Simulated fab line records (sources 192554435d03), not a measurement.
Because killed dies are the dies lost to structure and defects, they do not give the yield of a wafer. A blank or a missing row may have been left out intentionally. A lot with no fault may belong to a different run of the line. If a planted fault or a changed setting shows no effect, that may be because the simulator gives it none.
Which tool was responsible? :: flow n5Finfet :: 9 lots, 27 wafers sampled, at 6 steps of a route of 1938

== WHAT THE GAUGES SHOWED, per wafer ==
N5_BEOL_M0_SAQP_OVL_MEAS_15.
lot: L230
measured: day 5 20:47
on: overlay-01
M0_CORE_OVL (nm): 0.3 -0.1 0.4

lot: L232
measured: day 6 04:16
on: overlay-01
M0_CORE_OVL (nm): 0.6 0.6 -0.1

lot: L234
measured: day 6 18:22
on: overlay-02
M0_CORE_OVL (nm): 0.1 0.4 1.0

lot: L235
measured: day 6 23:30
on: overlay-01
M0_CORE_OVL (nm): 0.7 0.6 1.0

lot: L243
measured: day 9 07:04
on: overlay-02
M0_CORE_OVL (nm): 13.5 13.5 13.4

lot: L244
measured: day 9 08:14
on: overlay-01
M0_CORE_OVL (nm): 13.1 12.8 13.8

lot: L247
measured: day 10 04:42
on: overlay-01
M0_CORE_OVL (nm): 1.4 0.8 1.0

lot: L248
measured: day 10 06:13
on: overlay-02
M0_CORE_OVL (nm): 0.3 1.2 0.3

lot: L249
measured: day 10 15:59
on: overlay-01
M0_CORE_OVL (nm): 0.0 -0.2 0.0

N5_BEOL_M0_SAQP_INSPECT_16: inspects for defects (brightfield).
lot: L230
measured: day 5 20:49
on: defectInspect-01
rawDefectCount: 757 521 587

lot: L232
measured: day 6 04:17
on: defectInspect-02
rawDefectCount: 515 630 493

lot: L234
measured: day 6 18:23
on: defectInspect-02
rawDefectCount: 558 585 527

lot: L235
measured: day 6 23:31
on: defectInspect-02
rawDefectCount: 505 649 454

lot: L243
measured: day 9 07:05
on: defectInspect-01
rawDefectCount: 863 546 425

lot: L244
measured: day 9 08:15
on: defectInspect-01
rawDefectCount: 518 362 716

lot: L247
measured: day 10 04:43
on: defectInspect-01
rawDefectCount: 347 436 426

lot: L248
measured: day 10 06:14
on: defectInspect-01
rawDefectCount: 425 546 362

lot: L249
measured: day 10 16:01
on: defectInspect-01
rawDefectCount: 391 435 582

N5_BEOL_M4_RC_MEAS_101.
lot: L230
measured: day 9 15:42
on: prober-02
DIBL_N (mV/V): 33.4 30.8 33.7
DIBL_P (mV/V): 33.8 32.2 34.7
IOFF_N (nA/um): 0.13 0.10 0.14
IOFF_P (nA/um): 0.17 0.16 0.19
ION_N (uA/um): 678 659 679
ION_P (uA/um): 460 462 465
SS_N (mV/dec): 70.8 70.2 70.8
SS_P (mV/dec): 72.1 72.1 72.4
VT_N (mV): 252 257 249
VT_P (mV): -251 -254 -253

lot: L232
measured: day 9 15:58
on: prober-01
DIBL_N (mV/V): 37.4 36.3 33.0
DIBL_P (mV/V): 36.8 36.0 32.4
IOFF_N (nA/um): 0.14 0.13 0.09
IOFF_P (nA/um): 0.21 0.20 0.15
ION_N (uA/um): 676 670 649
ION_P (uA/um): 465 468 456
SS_N (mV/dec): 71.4 71.3 70.2
SS_P (mV/dec): 73.0 72.5 72.0
VT_N (mV): 254 252 257
VT_P (mV): -247 -250 -251

lot: L234
measured: day 10 20:53
on: prober-02
DIBL_N (mV/V): 37.0 36.6 34.1
DIBL_P (mV/V): 39.5 38.0 35.2
IOFF_N (nA/um): 0.18 0.17 0.13
IOFF_P (nA/um): 0.26 0.23 0.19
ION_N (uA/um): 667 674 660
ION_P (uA/um): 465 460 463
SS_N (mV/dec): 72.0 71.6 71.6
SS_P (mV/dec): 74.1 74.1 72.9
VT_N (mV): 252 248 254
VT_P (mV): -250 -251 -254

lot: L235
measured: day 10 19:05
on: prober-01
DIBL_N (mV/V): 35.2 32.3 35.6
DIBL_P (mV/V): 34.8 32.9 36.0
IOFF_N (nA/um): 0.14 0.11 0.14
IOFF_P (nA/um): 0.18 0.16 0.19
ION_N (uA/um): 665 655 667
ION_P (uA/um): 455 454 461
SS_N (mV/dec): 71.1 70.3 71.0
SS_P (mV/dec): 72.2 71.8 72.8
VT_N (mV): 253 254 251
VT_P (mV): -255 -252 -254

lot: L243
measured: day 13 14:25
on: prober-02
DIBL_N (mV/V): 35.7 36.6 34.8
DIBL_P (mV/V): 36.3 37.7 36.3
IOFF_N (nA/um): 0.16 0.17 0.15
IOFF_P (nA/um): 0.20 0.22 0.20
ION_N (uA/um): 673 665 669
ION_P (uA/um): 466 464 458
SS_N (mV/dec): 71.7 72.0 71.0
SS_P (mV/dec): 73.6 73.7 73.3
VT_N (mV): 251 251 250
VT_P (mV): -253 -252 -253

lot: L244
measured: day 13 11:36
on: prober-02
DIBL_N (mV/V): 35.1 35.3 35.8
DIBL_P (mV/V): 36.3 35.5 37.0
IOFF_N (nA/um): 0.15 0.15 0.16
IOFF_P (nA/um): 0.22 0.19 0.23
ION_N (uA/um): 664 677 677
ION_P (uA/um): 461 457 463
SS_N (mV/dec): 71.1 70.9 71.8
SS_P (mV/dec): 73.1 73.1 73.0
VT_N (mV): 248 251 250
VT_P (mV): -250 -252 -248

lot: L247
measured: day 13 16:46
on: prober-01
DIBL_N (mV/V): 40.9 38.3 38.9
DIBL_P (mV/V): 41.1 37.2 38.2
IOFF_N (nA/um): 0.26 0.18 0.20
IOFF_P (nA/um): 0.30 0.23 0.24
ION_N (uA/um): 700 689 691
ION_P (uA/um): 476 466 462
SS_N (mV/dec): 72.6 71.8 71.8
SS_P (mV/dec): 75.2 73.6 74.7
VT_N (mV): 243 249 249
VT_P (mV): -247 -251 -249

lot: L248
measured: day 14 10:02
on: prober-02
DIBL_N (mV/V): 35.0 33.6 33.6
DIBL_P (mV/V): 35.2 33.7 34.3
IOFF_N (nA/um): 0.14 0.11 0.12
IOFF_P (nA/um): 0.18 0.16 0.16
ION_N (uA/um): 658 645 649
ION_P (uA/um): 455 447 451
SS_N (mV/dec): 70.9 70.1 70.0
SS_P (mV/dec): 72.9 71.8 71.6
VT_N (mV): 252 254 255
VT_P (mV): -250 -254 -253

lot: L249
measured: day 14 04:13
on: prober-01
DIBL_N (mV/V): 36.3 36.5 39.1
DIBL_P (mV/V): 35.8 36.5 39.1
IOFF_N (nA/um): 0.16 0.16 0.21
IOFF_P (nA/um): 0.18 0.19 0.23
ION_N (uA/um): 681 684 696
ION_P (uA/um): 460 460 462
SS_N (mV/dec): 71.5 71.9 71.9
SS_P (mV/dec): 72.7 73.1 73.3
VT_N (mV): 248 253 245
VT_P (mV): -254 -252 -251

== TOOL THAT RAN EACH LOT (tool first, then ch and the chambers of the sampled wafers, then the start) ==
lot: L230
N5_MOL_CONTACT_COAG_CMP_52: cmp-01 ch 1,3, day 5 15:02
N5_BEOL_M0_SAQP_EXPOSE_11: arfiScanner-02 ch 0, day 5 20:38
N5_BEOL_M0_SAQP_STRIP_86: rieDiel-02 ch 0,3, day 5 21:14

lot: L232
N5_MOL_CONTACT_COAG_CMP_52: cmp-04 ch 0,1,2, day 5 20:55
N5_BEOL_M0_SAQP_EXPOSE_11: arfiScanner-02 ch 0, day 6 04:07
N5_BEOL_M0_SAQP_STRIP_86: rieDiel-05 ch 1,2,3, day 6 04:41

lot: L234
N5_MOL_CONTACT_COAG_CMP_52: cmp-04 ch 1,2,3, day 6 12:08
N5_BEOL_M0_SAQP_EXPOSE_11: arfiScanner-01 ch 0, day 6 18:13
N5_BEOL_M0_SAQP_STRIP_86: rieDiel-05 ch 1,3, day 6 18:58

lot: L235
N5_MOL_CONTACT_COAG_CMP_52: cmp-04 ch 1,2,3, day 6 16:58
N5_BEOL_M0_SAQP_EXPOSE_11: arfiScanner-03 ch 0, day 6 23:20
N5_BEOL_M0_SAQP_STRIP_86: rieDiel-02 ch 0,3, day 7 00:30

lot: L243
N5_MOL_CONTACT_COAG_CMP_52: cmp-02 ch 1,2, day 9 00:16
N5_BEOL_M0_SAQP_EXPOSE_11: arfiScanner-02 ch 0, day 9 06:55
N5_BEOL_M0_SAQP_STRIP_86: rieDiel-01 ch 2,3, day 9 08:19

lot: L244
N5_MOL_CONTACT_COAG_CMP_52: cmp-02 ch 1,2,3, day 9 01:50
N5_BEOL_M0_SAQP_EXPOSE_11: arfiScanner-02 ch 0, day 9 08:05
N5_BEOL_M0_SAQP_STRIP_86: rieDiel-01 ch 0,2,3, day 9 08:52

lot: L247
N5_MOL_CONTACT_COAG_CMP_52: cmp-01 ch 1,2, day 9 21:58
N5_BEOL_M0_SAQP_EXPOSE_11: arfiScanner-01 ch 0, day 10 04:33
N5_BEOL_M0_SAQP_STRIP_86: rieDiel-01 ch 0,2,3, day 10 05:13

lot: L248
N5_MOL_CONTACT_COAG_CMP_52: cmp-01 ch 2,3, day 9 22:40
N5_BEOL_M0_SAQP_EXPOSE_11: arfiScanner-01 ch 0, day 10 06:03
N5_BEOL_M0_SAQP_STRIP_86: rieDiel-05 ch 0,3, day 10 06:39

lot: L249
N5_MOL_CONTACT_COAG_CMP_52: cmp-01 ch 0,1,2, day 10 10:40
N5_BEOL_M0_SAQP_EXPOSE_11: arfiScanner-03 ch 0, day 10 15:50
N5_BEOL_M0_SAQP_STRIP_86: rieDiel-01 ch 0,1,2, day 10 16:25
- N5_MOL_CONTACT_COAG_CMP_52: polishes, stops on SiO2, t overpolish 1.5 s, target thk 66.5 nm.
- N5_BEOL_M0_SAQP_EXPOSE_11: exposes mask M0 CORE, target cd 42 nm.
- N5_BEOL_M0_SAQP_STRIP_86: strips in N2/H2.

== WHAT THE TOOLS THEMSELVES READ (means of the sampled wafers that have a number; where no wafer has one, the mark that the record gives instead) ==
N5_MOL_CONTACT_COAG_CMP_52.
lot: L230
tool: cmp-01
motorCurrentA (A): 11.5
overpolishRunS (s): 1.495
timeToEndpointS (s): 13.9

lot: L232
tool: cmp-04
motorCurrentA (A): 12.6
overpolishRunS (s): 1.496
timeToEndpointS (s): 9.9

lot: L234
tool: cmp-04
motorCurrentA (A): 12.2
overpolishRunS (s): 1.488
timeToEndpointS (s): 12.5

lot: L235
tool: cmp-04
motorCurrentA (A): 12.2
overpolishRunS (s): 1.503
timeToEndpointS (s): 10.2

lot: L243
tool: cmp-02
motorCurrentA (A): 11.5
overpolishRunS (s): 1.500
timeToEndpointS (s): 13.4

lot: L244
tool: cmp-02
motorCurrentA (A): 12.1
overpolishRunS (s): 1.492
timeToEndpointS (s): 12.9

lot: L247
tool: cmp-01
motorCurrentA (A): 10.9
overpolishRunS (s): 1.514
timeToEndpointS (s): 15.5

lot: L248
tool: cmp-01
motorCurrentA (A): 13.9
overpolishRunS (s): 1.501
timeToEndpointS (s): 18.1

lot: L249
tool: cmp-01
motorCurrentA (A): 11.2
overpolishRunS (s): 1.500
timeToEndpointS (s): 12.8

N5_BEOL_M0_SAQP_EXPOSE_11.
lot: L230
tool: arfiScanner-02
stageVelMmS (mm/s): 499.84

lot: L232
tool: arfiScanner-02
stageVelMmS (mm/s): 500.00

lot: L234
tool: arfiScanner-01
stageVelMmS (mm/s): 500.01

lot: L235
tool: arfiScanner-03
stageVelMmS (mm/s): 500.17

lot: L243
tool: arfiScanner-02
stageVelMmS (mm/s): 500.01

lot: L244
tool: arfiScanner-02
stageVelMmS (mm/s): 499.79

lot: L247
tool: arfiScanner-01
stageVelMmS (mm/s): 499.84

lot: L248
tool: arfiScanner-01
stageVelMmS (mm/s): 499.95

lot: L249
tool: arfiScanner-03
stageVelMmS (mm/s): 499.79

N5_BEOL_M0_SAQP_STRIP_86.
lot: L230
tool: rieDiel-02
drypumpMotorCurrentA (A): 5.8
oesProductAu (a.u.): 0.84
rfVppV (V): 122.9
showerheadPlenumPTorr (Torr): 3.52
throttleValvePct (%): 19.05

lot: L232
tool: rieDiel-05
drypumpMotorCurrentA (A): 5.6
oesProductAu (a.u.): 0.74
rfVppV (V): 122.2
showerheadPlenumPTorr (Torr): 3.33
throttleValvePct (%): 18.74

lot: L234
tool: rieDiel-05
drypumpMotorCurrentA (A): 5.9
oesProductAu (a.u.): 0.72
rfVppV (V): 122.0
showerheadPlenumPTorr (Torr): 3.41
throttleValvePct (%): 18.85

lot: L235
tool: rieDiel-02
drypumpMotorCurrentA (A): 5.8
oesProductAu (a.u.): 0.82
rfVppV (V): 123.7
showerheadPlenumPTorr (Torr): 3.52
throttleValvePct (%): 19.07

lot: L243
tool: rieDiel-01
drypumpMotorCurrentA (A): 5.8
oesProductAu (a.u.): 0.95
rfVppV (V): 122.0
showerheadPlenumPTorr (Torr): 3.50
throttleValvePct (%): 18.49

lot: L244
tool: rieDiel-01
drypumpMotorCurrentA (A): 6.0
oesProductAu (a.u.): 0.89
rfVppV (V): 123.4
showerheadPlenumPTorr (Torr): 3.46
throttleValvePct (%): 18.72

lot: L247
tool: rieDiel-01
drypumpMotorCurrentA (A): 6.0
oesProductAu (a.u.): 0.89
rfVppV (V): 122.5
showerheadPlenumPTorr (Torr): 3.45
throttleValvePct (%): 18.73

lot: L248
tool: rieDiel-05
drypumpMotorCurrentA (A): 5.9
oesProductAu (a.u.): 0.68
rfVppV (V): 122.6
showerheadPlenumPTorr (Torr): 3.43
throttleValvePct (%): 19.10

lot: L249
tool: rieDiel-01
drypumpMotorCurrentA (A): 6.0
oesProductAu (a.u.): 0.92
rfVppV (V): 123.5
showerheadPlenumPTorr (Torr): 3.47
throttleValvePct (%): 18.82

== THE ANSWER, worked out from the rows above alone ==
Rule: usual is defined by the lots themselves. The widest of any qualifying gaps counts: lots, ordered by their means at a reading, are off when they make up no more than a third of the lots, leave a main group of 4 or more, and stand apart from it by 3 or more times the standard deviation of that group's means. The tables above print the reading to a certain number of digits; a main group whose means all agree to those digits is not used. Also off: a lot with no number at a reading for which 4 or more lots have one. The other lots that the step has rows for count as sound. After the gauges, taken in route order, come the tools' own readings; for these a lot's mean is taken, as printed above. At the first step where some lot is off, the reading lying furthest off is the one used; lots without a number count as furthest.
Off: L243, L244, seen at N5_BEOL_M0_SAQP_OVL_MEAS_15 (M0_CORE_OVL). Main group: mean 0.5 nm, sd 0.34.
A tool fits if, at a process step before that reading, it ran every lot that is off, and no sound lot after the first of them. The gauges at N5_BEOL_M0_SAQP_OVL_MEAS_15 are tried like those tools. Can't be told from this: 2 tools fit, cmp-02 at N5_MOL_CONTACT_COAG_CMP_52, arfiScanner-02 at N5_BEOL_M0_SAQP_EXPOSE_11.

== WHAT WAS PUT IN BY THE SIMULATOR ==
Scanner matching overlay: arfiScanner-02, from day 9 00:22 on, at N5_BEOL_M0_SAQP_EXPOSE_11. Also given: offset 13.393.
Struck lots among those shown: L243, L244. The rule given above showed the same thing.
